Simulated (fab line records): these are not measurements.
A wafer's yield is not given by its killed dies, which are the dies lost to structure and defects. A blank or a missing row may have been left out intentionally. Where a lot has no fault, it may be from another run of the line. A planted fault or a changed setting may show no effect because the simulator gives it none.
fab line records	flow nandHarc
[record] lots = 13	wafers = 39	lastDay = 24
route steps=1159 shown P_M1@299
lots that met no fault: taken from a fault-free run of the same line
startH: hours from the record's first day to the start of the lot's first wafer shown	waitH: hours since the lot's step before	" identical to the entry in the row above	L1.1+2: several wafers, shown together as one row	- no value present, or no start provided	* or withheld: withheld	< > ~ a bound
route shown NAME@n: names a module that has steps shown in the file, with the first one's number in the route	usual: mean/standard deviation taken from wafers without a fault	same: alike in all rows	chamber/n: place in a boat	sites: each site's reading	_std_site: the values' standard deviation	_edge_site: the outer-site mean with the inner-site mean subtracted	radiusMm: for every site, how far away it sits from the centre of the wafer	mask NAME#n: copy n	behind: the tool/chamber that last shaped the wafer	hold: what put the lot on hold/how long, in hours/how the hold closed	device: the n, p or np transistor that did not switch	end of line: at the end of the route, the tests of the same wafers	a step with no rows: only its recipe	killed: the dies lost at the first sort to structure and to defects; this is not the yield of the wafer	map: shows each die of a wafer: x if killed, . if not, _ if none is there
set.NAME: the setting the step ran with; set.NAME@STEP: the setting that earlier step ran with	model.NAME: the simulator's own value behind a step, which no gauge read
a sample of lots followed through the steps of the route, with each step as a table and each wafer as a row
services: from which hour (startH, from the record's first day; less than 0 if before it) a tool's chamber was out of use, for how many hours, and why
[[steps]]
[step NHARC_P_M1_ETCH_35]
[recipe] targetDepthA = 400	overetchA = 120	timeS = 43.94	ionEnergyEv = 200	n2FlowSccm = 150	h2FlowSccm = 150	arFlowSccm = 0	rfW = 400	biasW = 150	chemistry = N2/H2
[usual] drypumpMotorCurrentA = 5.4/0.53	mfcArSccm = 0.011/0.0096	oesProductAu = 1.002/0.0096	rfVppV = 430.8/2.8	showerheadPlenumPTorr = 2.05/0.099	throttleValvePct = 14.171/0.0088
lot.wafer	tool	chamber	startH	waitH	drypumpMotorCurrentA	mfcArSccm	oesProductAu	rfHoursCounterH	rfVppV	showerheadPlenumPTorr	throttleValvePct
L445.3	rieDiel-11	0	121.84	0.1	5.0	0.028	1.006	6	434.3	2.18	14.164
L445.2	"	1	"	"	4.9	0	1.001	6	427.9	1.93	14.180
L445.6	"	3	"	"	5.7	0.009	1.010	-	427.2	1.97	14.181
L444.3	rieDiel-05	2	122.01	0.1	6.3	0.015	1.000	3	429.7	2.00	14.165
L444.4	"	3	"	"	4.9	0	0.988	3	434.9	2.20	14.162
L444.5	"	2	"	"	6.3	0.015	1.001	-	430.8	2.00	14.161
L447.4	rieDiel-11	3	129.42	0.1	5.8	0.009	1.016	6	428.5	1.97	14.179
L447.2	"	1	"	"	4.9	0	0.996	6	427.0	1.93	14.170
L447.5	"	3	"	"	5.8	0.009	1.016	-	428.8	1.97	14.168
L446.2	rieDiel-11	0	139.09	0.1	5.0	0.028	1.003	8	434.9	2.18	14.174
L446.3	"	1	"	"	4.9	0	1.006	7	428.3	1.93	14.173
L446.4	"	2	"	"	5.4	0.021	1.016	6	427.0	1.94	14.161
L450.1	rieDiel-05	2	148.73	0.1	6.3	0.015	1.005	3	430.0	2.00	14.169
L450.3	"	0	"	"	5.9	0	1.007	4	427.5	2.01	14.168
L450.6	"	1	"	"	4.8	0.017	1.004	-	433.2	2.11	14.173
L448.1	rieDiel-05	0	149.44	0.1	5.9	0	1.002	4	429.4	2.01	14.175
L448.2	"	3	"	"	4.9	0	1.000	4	434.4	2.20	14.171
L448.6	"	1	"	"	4.8	0.017	1.013	-	432.2	2.11	14.174
L451.4	rieDiel-11	1	164.34	0.1	4.9	0	1.000	8	428.4	1.93	14.177
L451.1	"	2	"	"	5.4	0.021	1.001	7	427.7	1.94	14.177
L451.2	"	0	"	"	5.0	0.028	0.996	9	434.8	2.18	14.163
L462.3	rieDiel-13	1	232.78	0.1	5.2	0.024	0.995	10	428.9	2.03	14.171
L462.2	"	2	"	"	5.9	0.011	0.985	10	435.0	2.20	14.169
L462.6	"	0	"	"	5.4	0.007	1.007	-	433.6	2.12	14.163
L463.1	rieDiel-05	0	240.07	0.1	5.9	0	1.010	2	429.6	2.01	14.170
L463.4	"	2	"	"	6.3	0.015	1.013	1	429.3	2.00	14.179
L463.2	"	3	"	"	4.9	0	1.010	2	435.1	2.20	14.155
L464.1	rieDiel-05	2	241.61	0.1	6.3	0.015	1.007	2	430.4	2.00	14.157
L464.3	"	0	"	"	5.9	0	0.991	2	430.7	2.01	14.171
L464.6	"	1	"	"	4.8	0.017	1.005	-	432.6	2.11	14.167
L465.4	rieDiel-05	1	245.54	0.1	4.8	0.017	1.003	2	433.2	2.11	14.191
L465.2	"	3	"	"	4.9	0	1.003	2	433.6	2.20	14.171
L465.6	"	1	"	"	4.8	0.017	1.008	-	432.5	2.11	14.170
L466.2	rieDiel-13	0	254.02	0.1	5.4	0.007	0.988	12	434.4	2.12	14.183
L466.4	"	1	"	"	5.2	0.024	0.991	12	430.7	2.03	14.161
L466.5	"	3	"	"	5.8	0	1.000	-	426.9	1.92	14.170
L467.3	rieDiel-13	1	261.88	0.1	5.2	0.024	0.997	12	430.4	2.03	14.162
L467.4	"	2	"	"	5.9	0.011	0.974	11	436.0	2.20	14.180
L467.5	"	2	"	"	5.9	0.011	0.976	-	435.9	2.20	14.163
[step NHARC_P_M1_DEGAS_29]
[recipe] tempC = 250	timeS = 60
[usual] heaterPowerW = 343/24
lot.wafer	tool	chamber	startH	waitH	heaterPowerW
L445.3	pvdSputter-03	-	122.78	-	385
L445.2	"	-	"	"	376
L445.6	"	-	"	"	382
L444.3	pvdSputter-01	-	122.96	-	386
L444.4	"	-	"	"	302
L444.5	"	-	"	"	391
L447.4	pvdSputter-03	-	130.36	-	331
L447.2	"	-	"	"	376
L447.5	"	-	"	"	339
L446.3	pvdSputter-01	-	140.01	-	299
L446.4	"	-	"	"	341
L446.2	"	-	"	"	329
L450.3	pvdSputter-01	-	149.66	-	337
L450.1	"	-	"	"	393
L450.6	"	-	"	"	326
L448.1	pvdSputter-03	-	150.38	-	323
L448.2	"	-	"	"	381
L448.6	"	-	"	"	320
L451.2	pvdSputter-02	-	165.28	-	320
L451.4	"	-	"	"	345
L451.1	"	-	"	"	357
L462.2	pvdSputter-01	-	233.72	-	319
L462.3	"	-	"	"	325
L462.6	"	-	"	"	316
L463.1	pvdSputter-01	-	241.00	-	360
L463.4	"	-	"	"	319
L463.2	"	-	"	"	327
L464.1	pvdSputter-02	-	242.54	-	349
L464.3	"	-	"	"	338
L464.6	"	-	"	"	348
L465.2	pvdSputter-03	-	246.98	-	331
L465.4	"	-	"	"	328
L465.6	"	-	"	"	322
L466.2	pvdSputter-01	-	254.96	-	315
L466.4	"	-	"	"	323
L466.5	"	-	"	"	318
L467.3	pvdSputter-02	-	262.81	-	357
L467.4	"	-	"	"	349
L467.5	"	-	"	"	356
[step NHARC_P_M1_PVD_21]
[recipe] targetThkA = 300	chamberPressurePa = 5	powerW = 5000	substrateTempC = 30	timeS = 20.49	material = Cu
[usual] throttleValvePct = 30.5/1
lot.wafer	tool	chamber	startH	waitH	throttleValvePct
L445.2	pvdSputter-03	-	-	-	28.3
L445.3	"	-	"	"	28.2
L445.6	"	-	"	"	31.1
L444.4	pvdSputter-01	-	-	-	31.8
L444.3	"	-	"	"	31.6
L444.5	"	-	"	"	31.7
L447.2	pvdSputter-03	-	-	-	28.6
L447.4	"	-	"	"	28.5
L447.5	"	-	"	"	28.7
L446.3	pvdSputter-01	-	-	-	29.9
L446.2	"	-	"	"	31.6
L446.4	"	-	"	"	31.9
L450.3	pvdSputter-01	-	-	-	30.0
L450.1	"	-	"	"	29.7
L450.6	"	-	"	"	30.1
L448.1	pvdSputter-03	-	-	-	31.0
L448.2	"	-	"	"	31.0
L448.6	"	-	"	"	28.5
L451.1	pvdSputter-02	-	-	-	29.9
L451.4	"	-	"	"	29.9
L451.2	"	-	"	"	30.7
L462.3	pvdSputter-01	-	-	-	30.2
L462.2	"	-	"	"	31.8
L462.6	"	-	"	"	30.7
L463.2	pvdSputter-01	-	-	-	31.6
L463.4	"	-	"	"	30.2
L463.1	"	-	"	"	32.0
L464.1	pvdSputter-02	-	-	-	29.6
L464.3	"	-	"	"	29.7
L464.6	"	-	"	"	30.7
L465.2	pvdSputter-03	-	-	-	28.3
L465.4	"	-	"	"	28.8
L465.6	"	-	"	"	31.1
L466.4	pvdSputter-01	-	-	-	31.6
L466.2	"	-	"	"	30.7
L466.5	"	-	"	"	30.8
L467.4	pvdSputter-02	-	-	-	29.4
L467.3	"	-	"	"	29.8
L467.5	"	-	"	"	29.8
[step NHARC_P_M1_ECD_22]
[recipe] targetThkA = 4000	bathTempC = 25	material = Cu
lot.wafer	tool	chamber	startH	waitH
L445.2+3+6	ecdCu-02	0,1,1	123.14	-
L444.3+4+5	ecdCu-01	0,1,0	123.83	-
L447.2+4+5	ecdCu-01	1,1,0	130.77	-
L446.2+3+4	ecdCu-01	0,1,0	140.42	-
L450.1+3+6	ecdCu-01	0,0,1	150.02	-
L448.2+1+6	ecdCu-01	1,0,0	150.76	-
L451.2+1+4	ecdCu-01	0,1,1	165.64	-
L462.2+3+6	ecdCu-01	1,0,0	234.14	-
L463.2+1+4	ecdCu-01	1,0,1	241.39	-
L464.1+3+6	ecdCu-02	1,0,1	242.93	-
L465.2+4+6	ecdCu-01	1,0,1	247.39	-
L466.2+4+5	ecdCu-01	0,0,1	255.33	-
L467.3+4+5	ecdCu-01	0,1,1	263.27	-
[step NHARC_P_M1_CMP_23]
[recipe] tOverpolishS = 20	targetThkNm = 157.82
[usual] motorCurrentA = 12.0/1.3	timeToEndpointS = 28.7/3
[same] tOverpolishS = 20
lot.wafer	tool	chamber	startH	waitH	motorCurrentA	timeToEndpointS
L445.2	cmp-03	2	123.85	-	10.3	29.3
L445.3	"	0	"	"	12.2	28.6
L445.6	"	3	"	"	12.6	32.5
L444.3	cmp-02	1	124.58	-	11.8	25.0
L444.4	"	0	"	"	11.0	30.1
L444.5	"	2	"	"	13.4	26.3
L447.4	cmp-04	2	131.48	-	12.2	27.3
L447.2	"	3	"	"	11.2	27.0
L447.5	"	2	"	"	12.0	24.7
L446.2	cmp-02	3	141.12	-	9.4	28.6
L446.4	"	0	"	"	10.4	28.7
L446.3	"	1	"	"	11.5	25.1
L450.3	cmp-03	2	150.77	-	10.4	26.6
L450.1	"	1	"	"	14.0	25.0
L450.6	"	2	"	"	10.3	31.3
L448.2	cmp-02	2	151.61	-	14.1	27.1
L448.1	"	0	"	"	11.4	28.3
L448.6	"	3	"	"	9.9	29.1
L451.4	cmp-03	2	166.68	-	11.0	26.7
L451.1	"	3	"	"	12.6	31.0
L451.2	"	0	"	"	13.0	7.3
L462.2	cmp-03	0	234.85	-	12.0	28.7
L462.3	"	1	"	"	13.5	30.4
L462.6	"	0	"	"	13.2	29.8
L463.1	cmp-03	1	242.11	-	14.0	25.5
L463.2	"	3	"	"	12.7	34.1
L463.4	"	0	"	"	12.9	24.8
L464.3	cmp-03	1	243.65	-	14.2	27.1
L464.1	"	0	"	"	13.4	29.6
L464.6	"	2	"	"	10.4	31.7
L465.2	cmp-03	3	248.07	-	12.5	36.6
L465.4	"	1	"	"	12.6	28.0
L465.6	"	0	"	"	12.2	29.7
L466.4	cmp-02	0	256.11	-	11.1	32.2
L466.2	"	2	"	"	13.5	30.7
L466.5	"	1	"	"	11.8	30.0
L467.3	cmp-03	0	263.89	-	12.1	23.9
L467.4	"	2	"	"	10.3	27.3
L467.5	"	0	"	"	12.2	25.7
[step NHARC_P_M1_THK_MEAS_24]
[recipe] thkMeasGauge = xrf
[usual] thkNm = 157.8/1.5
lot.wafer	tool	chamber	startH	waitH	thkNm
L445.2	filmMetro-02	-	124.17	-	157.3
L445.3	"	-	"	"	156.6
L445.6	"	-	"	"	158.0
L444.3	filmMetro-02	-	124.89	-	156.5
L444.4	"	-	"	"	158.4
L444.5	"	-	"	"	158.7
L447.2	filmMetro-02	-	131.76	-	157.3
L447.4	"	-	"	"	159.9
L447.5	"	-	"	"	160.2
L446.2	filmMetro-01	-	141.41	-	157.6
L446.3	"	-	"	"	159.3
L446.4	"	-	"	"	158.9
L450.1	filmMetro-01	-	151.09	-	156.5
L450.3	"	-	"	"	158.1
L450.6	"	-	"	"	157.0
L448.1	filmMetro-02	-	151.92	-	158.8
L448.2	"	-	"	"	158.0
L448.6	"	-	"	"	155.3
L451.1	filmMetro-01	-	167.00	-	158.6
L451.2	"	-	"	"	137.1
L451.4	"	-	"	"	159.8
L462.2	filmMetro-02	-	235.14	-	155.9
L462.3	"	-	"	"	156.8
L462.6	"	-	"	"	156.6
L463.1	filmMetro-01	-	242.42	-	156.7
L463.2	"	-	"	"	160.4
L463.4	"	-	"	"	155.4
L464.1	filmMetro-01	-	243.97	-	158.0
L464.3	"	-	"	"	158.9
L464.6	"	-	"	"	157.6
L465.2	filmMetro-01	-	248.38	-	159.7
L465.4	"	-	"	"	157.7
L465.6	"	-	"	"	156.2
L466.2	filmMetro-01	-	256.42	-	157.8
L466.4	"	-	"	"	158.6
L466.5	"	-	"	"	157.2
L467.3	filmMetro-02	-	264.21	-	155.8
L467.4	"	-	"	"	158.5
L467.5	"	-	"	"	157.7
[[services]]
tool	chamber	startH	hours	kind
rieDiel-13	-	99.00	9.0	pm
pvdSputter-03	-	102.00	10.0	pm
rieDiel-13	3	108.97	5.8	repair
rieDiel-05	0	117.56	1.6	repair
cmp-02	-	128.50	4.0	pm
pvdSputter-03	-	144.05	0.7	repair
cmp-02	-	154.54	0.5	repair
cmp-03	-	156.09	4.0	pm
pvdSputter-01	-	158.00	10.0	pm
ecdCu-01	-	160.92	1.2	repair
rieDiel-05	-	163.61	9.0	pm
rieDiel-11	2	172.02	2.8	repair
rieDiel-11	-	189.50	9.0	pm
ecdCu-01	-	191.85	2.2	repair
cmp-03	-	192.99	1.1	repair
cmp-03	-	212.43	3.1	repair
pvdSputter-02	-	214.12	10.0	pm
rieDiel-11	0	221.86	9.0	repair
cmp-02	-	226.50	4.0	pm
cmp-03	-	230.66	1.6	repair
cmp-02	-	239.07	0.5	repair
rieDiel-05	0	245.91	4.6	repair
cmp-03	-	254.09	4.0	pm
cmp-03	-	261.23	0.8	repair
[[key]]
[firstSign] step = NHARC_P_M1_CMP_23	reading = timeToEndpointS	direction = down	sigmas = 7.2	usual = *	struck = *
[effect] step = NHARC_P_M1_THK_MEAS_24	reading = thkNm	direction = down	sigmas = 13	usual = 157.8	struck = 137.1
metAt NHARC_P_M1_ECD_22
struckLots L451
struckWafers L451.2
laterRowsLeftOut L451.2
sortLeftOut L451.2
notActingAt NHARC_P_M1_ETCH_35,NHARC_P_M1_DEGAS_29,NHARC_P_M1_PVD_21
onsetBetween 150.76 165.64
[fault] kind = processParameterDrift	tool = ecdCu-01	chamber = -	onsetH = 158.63	steps = NHARC_P_M1_ECD_22	channel = targetThkA	offset = *	shape = step	endH = 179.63	scope = struckWafersOnly	actsIn = *	stated = *
// sortLeftOut: the simulated sort isn't trusted on such a fault, so these wafers' sort isn't shown, and their yield isn't known
// laterRowsLeftOut: the simulator's readings of these wafers behind a module that went badly wrong aren't trusted and aren't shown, but for the sort
